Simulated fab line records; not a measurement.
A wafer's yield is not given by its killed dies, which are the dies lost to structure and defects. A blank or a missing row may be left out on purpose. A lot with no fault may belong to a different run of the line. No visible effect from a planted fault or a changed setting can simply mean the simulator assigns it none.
Which tool did it? ; flow n5Finfet ; Sampling: 11 lots, 32 wafers, 3 of 1938 route steps

## WHAT EACH GAUGE READ, for each wafer
N5_BEOL_M6_CD_MEAS_35: target cd 40 nm, target cd y 28 nm. Usual: cdNm reads 40.2 nm (standard deviation 0.6).
lot;measured;on;cdNm (nm);flag
L550;day 9 01:28;cdSem-01;40.4 40.5 40.9;
L551;day 9 08:46;cdSem-02;39.6 40.6 39.6;
L553;day 9 17:43;cdSem-01;39.9 40.4 40.2;
L556;day 10 00:20;cdSem-03;40.9 40.6 39.9;
L555;day 10 04:32;cdSem-01;40.3 39.9 40.1;
L558;day 10 13:15;cdSem-03;40.5 40.4 41.0;
L559;day 14 00:22;cdSem-01;40.3 41.2 39.7;
L563;day 14 08:43;cdSem-02;39.6 41.5 40.0;
L566;day 14 09:52;cdSem-01;40.4 40.2;
L565;day 14 23:28;cdSem-03;39.8 40.0 39.8;
L571;day 15 20:59;cdSem-02;40.0 40.5 39.8;

## WHAT TOOL EACH LOT RAN ON (gives the tool, then ch and the chambers of the sampled wafers, and finally the start)
lot;N5_BEOL_M6_DESCUM_33;N5_BEOL_M6_ETCH_72
L550;rieDiel-02 ch 0,2, day 9 00:53;rieDiel-02 ch 0,2, day 9 00:55
L551;rieDiel-04 ch 0,1,2, day 9 08:11;rieDiel-04 ch 0,1,2, day 9 08:14
L553;rieDiel-04 ch 0,1,2, day 9 17:08;rieDiel-04 ch 0,1,2, day 9 17:10
L556;rieDiel-02 ch 0,1,2, day 9 23:45;rieDiel-02 ch 0,1,2, day 9 23:47
L555;rieDiel-03 ch 2,3, day 10 03:58;rieDiel-03 ch 2,3, day 10 04:00
L558;rieDiel-02 ch 0,2,3, day 10 12:40;rieDiel-02 ch 0,2,3, day 10 12:42
L559;rieDiel-02 ch 1,2,3, day 13 23:47;rieDiel-02 ch 1,2,3, day 13 23:50
L563;rieDiel-03 ch 1,3, day 14 08:08;rieDiel-03 ch 1,3, day 14 08:10
L566;rieDiel-02 ch 1,2, day 14 09:17;rieDiel-02 ch 1,2, day 14 09:19
L565;rieDiel-04 ch 1,2,3, day 14 22:53;rieDiel-04 ch 1,2,3, day 14 22:55
L571;rieDiel-04 ch 0,1,2, day 15 20:25;rieDiel-04 ch 0,1,2, day 15 20:27
- N5_BEOL_M6_DESCUM_33: chemistry O2, time 7 s.
- N5_BEOL_M6_ETCH_72: etches underlayer in N2/H2, target depth 6.5 nm, time 5.2 s.

## AS READ BY THE TOOLS THEMSELVES (means over the sampled wafers that have a number; for cases with no such wafer, the mark the record gives instead)
N5_BEOL_M6_DESCUM_33. Usual: drypumpMotorCurrentA 6.0 A, standard deviation 0.4; oesProductAu 0.81 a.u., standard deviation 0.079; rfVppV 243.2 V, standard deviation 1.6; showerheadPlenumPTorr 2.10 Torr, standard deviation 0.085; throttleValvePct 20.41 %, standard deviation 0.21.
lot;tool;drypumpMotorCurrentA (A);oesProductAu (a.u.);rfVppV (V);showerheadPlenumPTorr (Torr);throttleValvePct (%);flag
L550;rieDiel-02;6.3;0.74;242.7;2.06;20.50;
L551;rieDiel-04;6.3;0.84;242.5;2.06;20.49;
L553;rieDiel-04;6.3;0.84;243.2;2.06;20.48;
L556;rieDiel-02;6.2;0.79;243.8;2.14;20.38;
L555;rieDiel-03;5.3;0.78;244.3;2.16;20.24;
L558;rieDiel-02;6.2;0.79;243.1;2.10;20.45;
L559;rieDiel-02;6.2;0.81;244.0;2.17;20.37;
L563;rieDiel-03;5.6;0.79;244.3;2.17;20.36;
L566;rieDiel-02;6.1;0.79;244.1;2.20;20.33;
L565;rieDiel-04;6.0;0.77;241.6;2.03;20.50;
L571;rieDiel-04;6.3;0.90;243.8;2.13;20.44;

N5_BEOL_M6_ETCH_72. Usual: for drypumpMotorCurrentA, 6.0 A with a standard deviation of 0.4; for etchRfOnTimeS, 5.14 s with a standard deviation of 0.15; for n2FlowSccm, 200.1 sccm with a standard deviation of 0.62; for oesProductAu, 0.69 a.u. with a standard deviation of 0.069; for rfVppV, 524 V with a standard deviation of 3.1; for showerheadPlenumPTorr, 2.55 Torr with a standard deviation of 0.11; for throttleValvePct, 17.83 % with a standard deviation of 0.25.
lot;tool;drypumpMotorCurrentA (A);etchRfOnTimeS (s);n2FlowSccm (sccm);oesProductAu (a.u.);rfVppV (V);showerheadPlenumPTorr (Torr);throttleValvePct (%);flag
L550;rieDiel-02;6.3;5.10;200.7;0.64;523;2.50;17.98;
L551;rieDiel-04;6.3;5.11;200.5;0.73;522;2.49;17.83;
L553;rieDiel-04;6.3;5.12;200.7;0.71;522;2.49;17.82;
L556;rieDiel-02;6.2;5.06;199.9;0.69;525;2.60;17.83;
L555;rieDiel-03;5.3;5.22;200.4;0.67;526;2.64;17.79;
L558;rieDiel-02;6.2;5.07;199.5;0.67;524;2.56;17.95;
L559;rieDiel-02;6.2;5.09;199.8;0.69;528;2.64;17.85;
L563;rieDiel-03;5.6;5.24;199.9;0.67;526;2.63;17.77;
L566;rieDiel-02;6.1;5.04;199.8;0.69;527;2.67;17.77;
L565;rieDiel-04;6.0;5.11;199.8;0.67;523;2.47;17.89;
L571;rieDiel-04;6.3;5.06;200.5;0.77;525;2.58;17.76;

## THE ANSWER, worked out from the rows above alone
Rule: lot off if the mean of its wafers having a number is beyond 3 standard deviations from the usual mean. A lot without any number at a reading at which 4 lots or more have one is off too. Any other lot the step has rows for is counted as sound. Order of review: gauges by route order, followed by the tools' own readings, for which a lot's mean as printed above is used. At the first step where some lot is off, the reading lying furthest off is the one used; lots without a number count as furthest.
No lot is off on any of the readings shown, so nothing can be concluded from this.

## WHAT THE SIMULATOR HAD PUT IN
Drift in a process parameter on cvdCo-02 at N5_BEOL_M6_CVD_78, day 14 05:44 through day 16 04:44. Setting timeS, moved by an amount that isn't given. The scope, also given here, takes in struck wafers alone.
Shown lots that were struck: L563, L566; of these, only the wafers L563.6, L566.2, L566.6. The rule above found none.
